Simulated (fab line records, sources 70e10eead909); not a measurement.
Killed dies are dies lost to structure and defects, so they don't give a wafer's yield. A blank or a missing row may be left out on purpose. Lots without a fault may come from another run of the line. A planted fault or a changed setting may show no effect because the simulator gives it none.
Chamber matching | flow nand_harc | NHARC_P_GATE_ETCH_32 on rie_si-06: 4 sister chambers
The step etches the open film in HBr/Cl2, target depth 150 nm, time 100.1 s. 4 wafers are shown with their chamber, then 8 later ones without.

WAFERS WITH THEIR CHAMBER
wafer  | chamber | oes_product_au (a.u.)
L087.5 | 1       | 0.998
L092.3 | 2       | 1.011
L092.5 | 0       | 1.000
L093.1 | 3       | 1.012

WAFERS WITHOUT THEIR CHAMBER
wafer  | oes_product_au (a.u.)
L093.2 | 0.995
L093.6 | 1.007
L094.1 | 0.996
L094.5 | 0.995
L094.6 | 1.000
L096.2 | 1.004
L096.4 | 0.997
L096.6 | 1.011

WHICH CHAMBER EACH WENT THROUGH
wafer  | from the rows above               | in truth
L093.2 | can't be placed: 1 or 0           | 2
L093.6 | can't be placed: 2 or 3 or 0 or 1 | 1
L094.1 | can't be placed: 1 or 0           | 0
L094.5 | can't be placed: 1 or 0           | 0
L094.6 | can't be placed: 0 or 1           | 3
L096.2 | can't be placed: 0 or 1 or 2 or 3 | 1
L096.4 | can't be placed: 1 or 0           | 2
L096.6 | can't be placed: 2 or 3           | 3
Placed correctly: 0 of 8. Can't be placed from these rows: 8 (the true chamber is among the candidates in 5). Placed wrongly: 0.
How it was worked out, from the rows above alone: a wafer's distance from a chamber is the root of the sum, over the readings, of the square of ((its reading less the chamber's mean) divided by the reading's scatter). The wafer belongs to the nearest chamber; if the next one is less than 2 further off, it can't be placed. A chamber's mean is the mean of its shown wafers. The scatter: with one shown wafer a chamber, the root of the mean of the squares of how far each hidden wafer lies from its nearest shown one.
